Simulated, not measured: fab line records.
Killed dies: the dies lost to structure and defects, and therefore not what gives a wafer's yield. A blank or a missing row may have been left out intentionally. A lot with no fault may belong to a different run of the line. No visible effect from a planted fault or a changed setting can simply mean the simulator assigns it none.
What tool caused it? -- flow n5Finfet -- 6 lots, 14 wafers sampled, at 3 steps of a route of 1938

## WHAT THE GAUGES SHOWED, per wafer
N5_BEOL_M14_THK_MEAS_01.
lot,measured,on,M14_ILD_THK (nm)
L645,day 11 11:11,filmMetro-01,1110 1125 1149
L650,day 13 02:16,filmMetro-01,1118 1120
L659,day 14 23:43,filmMetro-02,1113 1129
L657,day 15 02:55,filmMetro-02,1132 1553
L662,day 15 17:13,filmMetro-01,1078 1108
L666,day 16 18:04,filmMetro-02,1120 1110 1142

## TOOL THAT RAN EACH LOT (tool first, then ch and the chambers of the sampled wafers, then the start)
lot,N5_BEOL_M13_ETCH_67,N5_BEOL_M14_ILD_DEP_00
L645,"rieDiel-06 ch 0,3, day 11 07:46","pecvd-03 ch 0,1, day 11 10:59"
L650,"rieDiel-04 ch 2,3, day 12 15:06","pecvd-02 ch 0,1, day 13 02:05"
L659,"rieDiel-06 ch 1,3, day 14 15:15","pecvd-02 ch 0, day 14 23:32"
L657,"rieDiel-03 ch 0,2, day 14 15:50","pecvd-03 ch 0, day 15 02:38"
L662,"rieDiel-03 ch 2, day 15 12:42","pecvd-01 ch 2, day 15 17:01"
L666,"rieDiel-04 ch 0,1,3, day 16 15:39","pecvd-02 ch 0,2, day 16 17:52"
- N5_BEOL_M13_ETCH_67: etches SiARC in CF4, target depth 143 nm, time 238.3 s.
- N5_BEOL_M14_ILD_DEP_00: deposits SiO2 from TEOS/O2, target thk 1119.3 nm, time 237.4 s.

## THE ANSWER, worked out from the rows above alone
Rule: what is usual is taken from the lots themselves. Put in order of their means at a reading, lots are off if they are a third of the lots or fewer, leave a main group of 4 or more, and stand apart from it by a gap of 3 or more times the standard deviation of the main group's means; of several such gaps the widest counts. A main group is skipped when, at the precision printed for the reading in the tables above, its means are all equal. A lot without any number at a reading at which 4 lots or more have one is off too. All remaining lots with rows at the step are treated as sound.
Off: L657, seen at N5_BEOL_M14_THK_MEAS_01 (M14_ILD_THK). Main group: mean 1117 nm, sd 12.
A tool fits if, at a process step before that reading, it ran every lot that is off, and no sound lot after the first of them. The gauges at N5_BEOL_M14_THK_MEAS_01 are tried like those tools. One candidate fits, namely pecvd-03 at N5_BEOL_M14_ILD_DEP_00. Its last sound lot is L645 (day 11 10:59), its first lot that is off L657 (day 15 02:38): a fault that began between those two fits.

## WHAT HAD BEEN PUT IN BY THE SIMULATOR
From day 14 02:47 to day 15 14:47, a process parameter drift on pecvd-03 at N5_BEOL_M14_ILD_DEP_00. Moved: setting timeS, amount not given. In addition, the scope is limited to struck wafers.
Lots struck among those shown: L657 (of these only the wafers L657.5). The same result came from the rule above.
